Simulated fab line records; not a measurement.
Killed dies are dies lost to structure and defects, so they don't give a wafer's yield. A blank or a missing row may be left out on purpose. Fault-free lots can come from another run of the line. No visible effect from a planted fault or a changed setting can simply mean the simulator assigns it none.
fab line records | flow n5Finfet
record: lots: 10 wafers: 26 lastDay: 17
route steps=1938 shown PMOS_HMC_CHANNEL_EPI@74 FIN_SAQP@101 BEOL_M4@1111 PASSIVATION@1936
lots untouched by any fault: they come from a run of this same line in which no faults occurred
startH: the number of hours between the record's first day and the start of the first shown wafer of the lot | waitH: hours since the lot's step before | " identical to the entry in the row above | L1.1+2: several wafers, shown together as one row | - either no value or no given start | * or withheld: withheld | < > ~ a bound
route shown NAME@n: a module of which the file shows steps, and the number in the route of the first | usual: mean and standard deviation over wafers with no fault | same: alike in all rows | chamber/n: place in a boat | sites: readings site by site | _std_site: standard deviation across them | _edge_site: inner sites' mean taken away from outer sites' mean | radiusMm: for every site, how far away it sits from the centre of the wafer | mask NAME#n: copy n | behind: the tool/chamber that last shaped the wafer | hold: why the lot went on hold/how many hours it stayed there/how the hold came to an end | device: transistor that didn't switch, given as n, p or np | end of line: the tests these same wafers got at the end of their route | a step without rows: its recipe alone | killed: the dies lost at the first sort to structure and to defects; this is not the yield of the wafer | map: per-die view of a wafer (x killed, . not killed, _ where there is no die)
set.NAME: the setting that was run; set.NAME@STEP: the one run at that earlier step | model.NAME: the simulator's own value behind a step, which no gauge read
steps of the route over a sample of lots; a table a step, a row a wafer
services: a tool's chamber out of use, with start hour (startH, from the record's first day; less than 0 if before it), hours out, and reason
== steps ==
step: N5_PMOS_HMC_CHANNEL_EPI_FIN_RECESS_16
recipe: chemistry: HBr/Cl2 target: Si maskMaterial: SiO2 targetDepthA: 540 timeS: 18 pressureMtorr: 10 icpW: 800 biasW: 75 HBr_flow_sccm: 150 Cl2_flow_sccm: 80
usual: HBr_flow_sccm: 150.0/0.51 drypumpMotorCurrentA: 5.5/0.38 oesProductAu: 0.996/0.018 throttleValvePct: 35.2/0.34
columns lot.wafer tool chamber startH waitH HBr_flow_sccm drypumpMotorCurrentA oesProductAu rfHoursCounterH throttleValvePct
L606.1 rieSi-05 0 25.32 0.0 150.8 5.7 0.985 125 35.5
L606.5 " 0 " " 150.5 5.6 0.980 - 35.5
L607.3 rieSi-01 2 29.97 0.0 150.0 5.0 0.981 149 35.3
L607.4 " 0 " " 150.1 5.6 0.999 2 34.8
L607.6 " 3 " " 149.6 6.3 0.984 - 35.7
L610.2 rieSi-05 1 51.16 0.0 150.3 5.2 0.962 77 35.1
L610.4 " 2 " " 149.8 5.9 0.976 34 35.9
L610.6 " 3 " " 149.7 5.8 0.983 - 35.2
L616.5 rieSi-02 1 84.00 0.0 150.6 5.2 0.976 - 35.1
L616.6 " 2 " " 149.4 5.6 1.004 - 34.8
L617.5 rieSi-02 2 89.49 0.0 149.3 5.6 1.009 - 34.9
L617.6 " 1 " " 149.6 5.2 0.982 - 35.1
L618.2 rieSi-02 2 97.98 0.0 149.6 5.6 0.998 83 34.9
L618.5 " 1 " " 149.0 5.2 0.977 - 35.1
L619.2 rieSi-05 0 102.24 0.0 149.4 5.7 0.991 126 35.5
L619.4 " 1 " " 149.6 5.3 0.984 78 35.1
L619.6 " 0 " " 149.5 5.7 0.993 - 35.5
L622.1 rieSi-05 1 120.19 0.0 151.1 5.2 0.973 79 35.1
L622.2 " 3 " " 149.9 5.9 0.986 4 35.2
L622.6 " 2 " " 150.3 5.9 0.983 - 35.8
L623.3 rieSi-01 3 126.42 0.0 150.6 6.3 0.994 66 35.6
L623.4 " 0 " " 150.0 5.7 1.000 3 34.8
L623.5 " 2 " " 150.5 5.0 0.999 - 35.3
L627.1 rieSi-02 2 150.77 0.0 149.8 5.6 1.023 84 34.8
L627.2 " 0 " " 149.7 5.2 1.020 26 35.7
L627.3 " 1 " " 149.6 5.2 0.988 27 35.1
step: N5_FIN_SAQP_THK_MEAS_07
usual: thkNm: 60.1/0.88
columns lot.wafer tool chamber startH waitH thkNm
L606.1 filmMetro-02 - 28.54 0.1 60.0
L606.5 " - " " 59.6
L607.3 filmMetro-02 - 33.13 0.1 62.0
L607.4 " - " " 59.7
L607.6 " - " " 61.7
L610.2 filmMetro-02 - 54.28 0.1 59.9
L610.4 " - " " 61.1
L610.6 " - " " 59.5
L616.5 filmMetro-01 - 87.08 0.0 60.6
L616.6 " - " " 59.8
L617.5 filmMetro-02 - 94.26 0.0 62.1
L617.6 " - " " 62.2
L618.2 filmMetro-02 - 101.17 0.1 59.4
L618.5 " - " " 59.8
L619.2 filmMetro-02 - 105.55 0.1 59.0
L619.4 " - " " 59.5
L619.6 " - " " 59.8
L622.1 filmMetro-01 - 123.51 0.1 60.1
L622.2 " - " " 60.1
L622.6 " - " " 61.2
L623.3 filmMetro-01 - 129.53 0.1 60.1
L623.4 " - " " 59.7
L623.5 " - " " 60.7
L627.1 filmMetro-02 - 154.08 0.1 59.6
L627.2 " - " " 58.7
L627.3 " - " " 60.0
step: N5_FIN_SAQP_PEB_14
recipe: pebTempC: withheld pebTimeS: 60 resist: CAR-ArF
columns lot.wafer tool chamber startH waitH
L606.1+5 lithoTrack-02 0 28.98 0.1
L607.3+4+6 lithoTrack-02 0 33.42 0.0
L610.2+4+6 lithoTrack-05 0 54.57 0.0
L616.5+6 lithoTrack-02 0 87.50 0.0
L617.5+6 lithoTrack-01 0 94.68 0.0
L618.2+5 lithoTrack-02 0 101.46 0.0
L619.2+4+6 lithoTrack-05 0 105.85 0.0
L622.1+2+6 lithoTrack-01 0 123.80 0.1
L623.3+4+5 lithoTrack-05 0 129.95 0.0
L627.1+2+3 lithoTrack-05 0 154.49 0.1
step: N5_FIN_SAQP_CD_MEAS_16
recipe: targetCdNm: 35.6 landingEnergyEv: 500 detector: seInlens
usual: cdNm: 35.6/0.51
columns lot.wafer tool chamber startH waitH cdNm
L606.1 cdSem-03 0 29.04 - 35.0
L606.5 " 0 " " 35.0
L607.3 cdSem-02 0 33.49 - 35.4
L607.4 " 0 " " 36.2
L607.6 " 0 " " 35.7
L610.2 cdSem-03 0 54.64 - 35.5
L610.4 " 0 " " 35.9
L610.6 " 0 " " 35.2
L616.5 cdSem-02 0 87.57 - 35.3
L616.6 " 0 " " 37.3
L617.5 cdSem-03 0 94.76 - 35.2
L617.6 " 0 " " 35.8
L618.2 cdSem-02 0 101.53 - 37.5
L618.5 " 0 " " 35.7
L619.2 cdSem-01 0 105.91 - 36.4
L619.4 " 0 " " 36.6
L619.6 " 0 " " 35.9
L622.1 cdSem-02 0 123.87 - 34.9
L622.2 " 0 " " 34.5
L622.6 " 0 " " 35.6
L623.3 cdSem-03 0 130.02 - 36.0
L623.4 " 0 " " 36.7
L623.5 " 0 " " 36.5
L627.1 cdSem-01 0 154.56 - 35.8
L627.2 " 0 " " 36.0
L627.3 " 0 " " 35.2
step: N5_FIN_SAQP_ETCH_52
recipe: chemistry: N2/H2 target: SOC targetDepthA: 1000 overetchA: 200 maskMaterial: SiARC tempC: 40 timeS: 150 ionEnergyEv: 200 pressureMtorr: 30 sourceW: 840 biasW: 150 n2FlowSccm: 200 h2FlowSccm: 200 ends: endPoint
usual: drypumpMotorCurrentA: 5.7/0.33 oesProductAu: 0.71/0.069 rfVppV: 524.4/2.2 showerheadPlenumPTorr: 2.56/0.079 throttleValvePct: 17.73/0.28
columns lot.wafer tool chamber startH waitH drypumpMotorCurrentA oesProductAu rfHoursCounterH rfVppV showerheadPlenumPTorr throttleValvePct
L606.1 rieDiel-04 3 29.23 0.0 6.1 0.79 23 520.4 2.47 17.44
L606.5 " 2 " " 5.5 0.67 - 528.2 2.66 17.56
L607.3 rieDiel-04 1 33.67 0.0 5.4 0.67 156 524.0 2.53 17.48
L607.4 " 0 " " 6.2 0.63 248 525.3 2.62 17.87
L607.6 " 1 " " 5.4 0.67 - 522.9 2.53 17.49
L610.2 rieDiel-04 2 55.72 0.0 5.5 0.66 151 526.8 2.66 17.56
L610.4 " 2 " " 5.5 0.66 - 527.2 2.66 17.58
L610.6 " 1 " " 5.4 0.67 - 523.6 2.53 17.53
L616.5 rieDiel-06 0 87.81 0.0 5.6 0.79 - 520.9 2.52 17.66
L616.6 " 1 " " 5.9 0.62 - 526.0 2.61 17.94
L617.5 rieDiel-06 0 95.17 0.0 5.6 0.78 - 521.8 2.52 17.65
L617.6 " 1 " " 5.9 0.62 - 525.6 2.61 17.94
L618.2 rieDiel-04 3 101.77 0.0 6.2 0.73 55 521.3 2.46 17.50
L618.5 " 1 " " 5.4 0.64 - 523.0 2.52 17.56
L619.2 rieDiel-01 3 106.10 0.0 5.6 0.78 38 527.3 2.59 17.87
L619.4 " 0 " " 5.1 0.82 10 526.7 2.64 17.84
L619.6 " 3 " " 5.6 0.79 - 523.3 2.59 17.88
L622.1 rieDiel-04 3 124.05 0.0 6.2 0.74 61 523.1 2.45 17.51
L622.2 " 1 " " 5.4 0.64 194 523.3 2.51 17.57
L622.6 " 0 " " 6.2 0.80 - 525.4 2.61 17.60
L623.3 rieDiel-06 3 130.21 0.0 6.0 0.75 81 524.9 2.57 17.56
L623.4 " 0 " " 5.6 0.77 34 522.0 2.52 17.66
L623.5 " 2 " " 5.7 0.75 - 523.7 2.56 17.79
L627.1 rieDiel-01 1 154.75 0.0 5.6 0.66 187 526.7 2.65 18.33
L627.2 " 0 " " 5.1 0.79 26 524.9 2.63 17.89
L627.3 " 3 " " 5.6 0.77 54 525.5 2.58 17.90
step: N5_BEOL_M4_RC_MEAS_101
usual: DIBL_N: 36.0/2.2 DIBL_P: 35.9/2.6 IOFF_N: 0.16/0.038 IOFF_P: 0.21/0.042 ION_N: 675/15 ION_P: 463/10 SS_N: 71.5/0.62 SS_P: 73.2/0.76 VT_N: 250/4.1 VT_P: -251/3.6
columns lot.wafer tool chamber startH waitH DIBL_N[mV/V] DIBL_P[mV/V] IOFF_N[nA/um] IOFF_P[nA/um] ION_N[uA/um] ION_P[uA/um] SS_N[mV/dec] SS_P[mV/dec] VT_N[mV] VT_P[mV]
L606.1 prober-01 0 168.74 0.0 37.3 37.3 0.17 0.21 674 461 71.5 73.2 251 -254
L606.5 " 0 " " 35.4 35.0 0.14 0.19 667 454 71.6 72.4 251 -253
L607.3 prober-02 0 168.92 0.3 36.3 37.2 0.17 0.21 675 458 72.3 73.5 249 -252
L607.4 " 0 " " 35.1 36.8 0.15 0.19 662 454 71.6 73.3 251 -252
L607.6 " 0 " " 32.8 34.1 0.12 0.16 672 463 70.7 72.1 253 -255
L610.2 prober-01 0 195.36 0.2 38.7 39.3 0.21 0.26 690 471 72.2 74.5 245 -249
L610.4 " 0 " " 36.1 35.5 0.16 0.19 675 459 72.4 73.7 249 -251
L610.6 " 0 " " 33.1 32.3 0.12 0.16 662 452 71.2 72.1 252 -253
L616.5 prober-01 0 231.12 0.6 37.7 36.0 0.16 0.25 674 474 71.4 73.6 248 -245
L616.6 " 0 " " 36.8 33.6 0.14 0.21 660 454 71.1 73.3 251 -249
L619.2 prober-02 0 247.47 0.2 36.8 35.6 0.16 0.23 677 467 70.6 73.3 249 -247
L619.4 " 0 " " 37.0 36.6 0.16 0.25 671 471 71.9 73.8 247 -248
L619.6 " 0 " " 36.8 36.4 0.16 0.24 685 473 71.2 72.4 250 -253
L617.5 prober-01 0 247.91 0.6 34.9 34.8 0.14 0.18 681 466 71.4 72.5 250 -250
L617.6 " 0 " " 35.5 36.6 0.15 0.20 666 456 71.6 73.4 246 -254
L618.2 prober-02 0 253.82 0.2 37.5 36.4 0.17 0.21 690 475 71.8 73.3 250 -251
L618.5 " 0 " " 36.7 34.6 0.16 0.19 669 457 71.8 72.8 249 -250
L623.3 prober-02 0 264.25 0.3 38.2 34.2 0.15 0.19 658 452 71.8 73.3 253 -253
L623.4 " 0 " " 38.3 37.3 0.17 0.23 691 473 71.6 73.5 245 -251
L623.5 " 0 " " 37.3 36.2 0.16 0.22 687 474 71.0 73.4 248 -249
L622.1 prober-02 0 266.93 0.0 37.0 38.5 0.17 0.24 661 456 72.0 73.5 246 -249
L622.2 " 0 " " 37.4 38.1 0.20 0.23 697 478 71.2 73.8 243 -251
L622.6 " 0 " " 36.6 36.9 0.17 0.22 686 464 70.7 72.4 248 -250
L627.1 prober-01 0 306.25 0.0 37.4 40.0 0.21 0.26 678 458 71.8 74.5 242 -250
L627.2 " 0 " " 33.0 33.5 0.14 0.17 679 467 71.5 72.5 249 -254
L627.3 " 0 " " 37.6 40.5 0.22 0.25 692 470 72.9 74.6 244 -249
step: N5_PASSIVATION_PROBE_49
usual: defectLimitedYield: 91.4/1.6 killed_at_M0_to_M3: 35/10 killed_at_M4_up: 12/4.7 killedAtContacts: 12/5.8 killedAtFrontEnd: 38/12 killedAtOther: 4/3.2 killedDies: 102/18 killedOpen: 68/14 killedShort: 32/8 sort_bin_5_function: 5.1/0.96 sort_bin_6_memory: 3.2/0.77 sortNPass: 1078/20 sortYieldPct: 91.3/1.7
same: grossDies: 1180 killedAtBackSide: 0 sort_bin_4_leakage[%]: 0 sort_bin_8_speed[%]: 0
columns lot.wafer tool chamber startH waitH defectLimitedYield[%] killed_at_M0_to_M3 killed_at_M4_up killedAtContacts killedAtFrontEnd killedAtOther killedDies killedOpen killedShort sort_bin_5_function[%] sort_bin_6_memory[%] sortNPass sortYieldPct[%]
L616.5 prober-01 - 337.57 0.2 88.0 59 13 24 46 0 142 95 46 6.9 4.7 1038 88.0
L617.5 prober-02 - 358.55 0.2 90.5 37 23 13 35 4 112 80 31 6.9 2.5 1068 90.5
L617.6 prober-02 - 358.60 0.3 89.8 34 15 14 52 5 120 76 44 6.3 3.7 1060 89.8
L618.5 prober-01 - 359.95 0.7 91.8 29 13 12 40 3 97 69 25 4.7 3.3 1083 91.8
L623.3 prober-01 - 371.09 0.1 90.2 32 7 32 41 4 116 83 30 6.4 3.3 1064 90.2
L623.4 prober-01 - 371.14 0.2 93.1 31 16 15 15 5 82 63 17 4.9 2.0 1098 93.1
L623.5 prober-01 - 371.19 0.2 91.3 28 21 18 31 5 103 75 28 4.9 3.4 1077 91.3
killed by level:class
L616.5 MOL_CONTACT_COAG:geometricParticle:open=21 BEOL_M0_SAQP:geometricParticle:short=15 BEOL_M3:geometricParticle:open=15 FIN_SAQP:geometricParticle:open=10 BEOL_M0_SAQP:geometricParticle:open=9 BEOL_M2:geometricParticle:open=9 FIN_SAQP:geometricParticle:short=8 STI_FIN_REVEAL:geometricParticle:open=8
L617.5 MOL_CONTACT_COAG:geometricParticle:open=12 BEOL_M4:geometricParticle:open=11 STI_FIN_REVEAL:geometricParticle:open=10 BEOL_M0_SAQP:geometricParticle:open=10 BEOL_M2:geometricParticle:open=9 FIN_SAQP:geometricParticle:open=6 FIN_SAQP:geometricParticle:short=5 BEOL_M1:geometricParticle:open=5
L617.6 FIN_SAQP:geometricParticle:open=20 MOL_CONTACT_COAG:geometricParticle:open=13 FIN_SAQP:geometricParticle:short=11 BEOL_M0_SAQP:geometricParticle:short=9 BEOL_M2:geometricParticle:open=7 BEOL_M4:geometricParticle:open=6 BEOL_M0_SAQP:geometricParticle:open=5 BEOL_M3:geometricParticle:short=5
L618.5 STI_FIN_REVEAL:geometricParticle:open=8 MOL_CONTACT_COAG:geometricParticle:open=8 BEOL_M0_SAQP:geometricParticle:open=8 BEOL_M1:geometricParticle:open=7 BEOL_M7:geometricParticle:open=7 FIN_SAQP:geometricParticle:short=6 BEOL_M2:geometricParticle:open=6 DUMMY_GATE:geometricParticle:open=5
L623.3 MOL_CONTACT_COAG:geometricParticle:open=25 STI_FIN_REVEAL:geometricParticle:open=15 BEOL_M3:geometricParticle:open=8 BEOL_M3:geometricParticle:short=7 BEOL_M0_SAQP:geometricParticle:open=6 MOL_CONTACT_COAG:geometricParticle:short=5 FIN_SAQP:geometricParticle:short=4 DUMMY_GATE:geometricParticle:open=4
L623.4 MOL_CONTACT_COAG:geometricParticle:open=11 BEOL_M3:geometricParticle:open=10 BEOL_M0_SAQP:geometricParticle:open=7 BEOL_M2:geometricParticle:open=6 BEOL_M8:geometricParticle:open=5 GATE_CUT:geometricParticle:open=3 MOL_CONTACT_COAG:geometricParticle:short=3 BEOL_M3:geometricParticle:short=3
L623.5 MOL_CONTACT_COAG:geometricParticle:open=18 BEOL_M0_SAQP:geometricParticle:open=11 STI_FIN_REVEAL:geometricParticle:open=11 BEOL_M0_SAQP:geometricParticle:short=6 BEOL_M3:geometricParticle:open=6 BEOL_M4:geometricParticle:open=6 FIN_SAQP:geometricParticle:open=4 FIN_SAQP:geometricParticle:short=4
== services ==
columns tool chamber startH hours kind
rieSi-05 3 3.65 6.4 repair
rieDiel-01 2 33.57 4.7 repair
rieDiel-06 - 36.66 28.1 pm
rieDiel-04 0 40.05 - clean
rieDiel-04 0 40.05 - consumableReplace:focusRing
rieDiel-04 0 40.05 16.9 scheduledDown
rieDiel-04 0 40.05 16.9 ventCycle
rieDiel-01 0 59.73 - clean
rieDiel-01 0 59.73 - consumableReplace:focusRing
rieDiel-01 0 59.73 18.3 scheduledDown
rieDiel-01 0 59.73 18.3 ventCycle
rieDiel-01 3 64.59 9.1 repair
rieDiel-06 3 73.33 7.0 repair
rieSi-02 0 95.08 3.3 repair
rieDiel-04 0 102.22 2.3 repair
rieSi-05 2 106.40 1.9 repair
lithoTrack-02 - 142.80 - consumableReplace:filter
== key ==
firstSign: step: N5_FIN_SAQP_CD_MEAS_16 reading: cdNm direction: up sigmas: 3.5 usual: 35.6 struck: 37.4
effect none on later readings
metAt N5_FIN_SAQP_PEB_14
struckLots L616,L618
struckWafers L616.6,L618.2
notActingAt N5_PMOS_HMC_CHANNEL_EPI_FIN_RECESS_16,N5_FIN_SAQP_THK_MEAS_07,N5_FIN_SAQP_ETCH_52
onsetBetween 33.42 87.50
fault: kind: processParameterDrift tool: lithoTrack-02 chamber: - onsetH: 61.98 steps: N5_FIN_SAQP_PEB_14 channel: pebTimeS offset: * shape: step endH: 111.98 scope: struckWafersOnly actsIn: * stated: *
